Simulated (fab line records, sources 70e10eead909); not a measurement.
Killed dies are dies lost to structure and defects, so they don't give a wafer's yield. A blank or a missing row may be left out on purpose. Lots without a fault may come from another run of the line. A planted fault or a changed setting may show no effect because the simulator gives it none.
Chamber matching | flow nand_harc | NHARC_P_CONTACT_CMP_24 on cmp-01: 4 sister chambers
The step polishes, t overpolish 30 s, target thk 200 nm. 20 wafers are shown with their chamber, then 10 later ones without.

WAFERS WITH THEIR CHAMBER
wafer  | chamber | time_to_endpoint_s (s) | motor_current_A (A) | overpolish_run_s (s)
L078.3 | 0       | 42                     | 11.4                | 30.020
L078.5 | 3       | 38                     | 13.0                | 29.999
L078.6 | 0       | 41                     | 11.7                | 29.991
L079.4 | 2       | 38                     | 11.9                | 29.991
L079.5 | 0       | 42                     | 12.0                | 30.000
L079.6 | 1       | 41                     | 12.2                | 29.991
L082.1 | 1       | 44                     | 12.0                | 30.013
L082.2 | 0       | 46                     | 11.2                | 29.981
L082.3 | 3       | 41                     | 11.8                | 30.009
L085.2 | 0       | 43                     | 11.7                | 30.003
L085.3 | 1       | 41                     | 12.0                | 29.992
L085.6 | 0       | 45                     | 11.8                | 29.988
L087.3 | 0       | 46                     | 11.9                | 29.971
L087.4 | 3       | 42                     | 12.6                | 30.001
L087.6 | 3       | 39                     | 12.1                | 29.995
L088.4 | 2       | 36                     | 11.5                | 30.007
L088.5 | 3       | 39                     | 12.1                | 29.998
L088.6 | 0       | 45                     | 11.4                | 30.001
L090.3 | 2       | 36                     | 12.0                | 30.006
L090.4 | 1       | 41                     | 11.6                | 30.004

SIGNATURES (means of the wafers above)
reading            | chamber 0 | chamber 1 | chamber 2 | chamber 3 | scatter within a chamber
time_to_endpoint_s | 43.75     | 41.75     | 36.67     | 39.80     | 1.73
motor_current_A    | 11.637    | 11.950    | 11.800    | 12.320    | 0.333
overpolish_run_s   | 29.99438  | 30.00000  | 30.00133  | 30.00040  | 0.0117
Rule: a wafer's distance from a chamber is the root of the sum, over the readings, of the square of ((its reading less the chamber's mean) divided by the reading's scatter). The wafer belongs to the nearest chamber; if the next one is less than 2 further off, it can't be placed. The scatter: the root of (the sum of the squares of (reading less its chamber's mean) over the shown wafers, divided by (wafers less chambers)).

WAFERS WITHOUT THEIR CHAMBER
wafer  | time_to_endpoint_s (s) | motor_current_A (A) | overpolish_run_s (s)
L090.5 | 38                     | 12.3                | 29.990
L092.1 | 36                     | 12.3                | 29.985
L092.2 | 45                     | 11.4                | 30.004
L092.3 | 44                     | 12.0                | 30.015
L094.3 | 41                     | 11.3                | 30.008
L094.5 | 36                     | 11.8                | 30.012
L094.6 | 40                     | 11.5                | 29.999
L096.1 | 44                     | 11.6                | 29.993
L096.2 | 35                     | 12.3                | 30.001
L096.5 | 38                     | 11.9                | 30.000

WHICH CHAMBER EACH WENT THROUGH
wafer  | from the rows above               | in truth
L090.5 | can't be placed: 3 or 2 or 1      | 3
L092.1 | can't be placed: 2 or 3 or 1      | 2
L092.2 | can't be placed: 0 or 1           | 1
L092.3 | can't be placed: 1 or 0 or 3      | 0
L094.3 | can't be placed: 1 or 0 or 2 or 3 | 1
L094.5 | can't be placed: 2 or 3           | 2
L094.6 | can't be placed: 1 or 2 or 0 or 3 | 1
L096.1 | can't be placed: 0 or 1           | 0
L096.2 | can't be placed: 2 or 3           | 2
L096.5 | can't be placed: 2 or 3 or 1      | 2
Placed correctly: 0 of 10. Can't be placed from these rows: 10 (the true chamber is among the candidates in 10). Placed wrongly: 0.
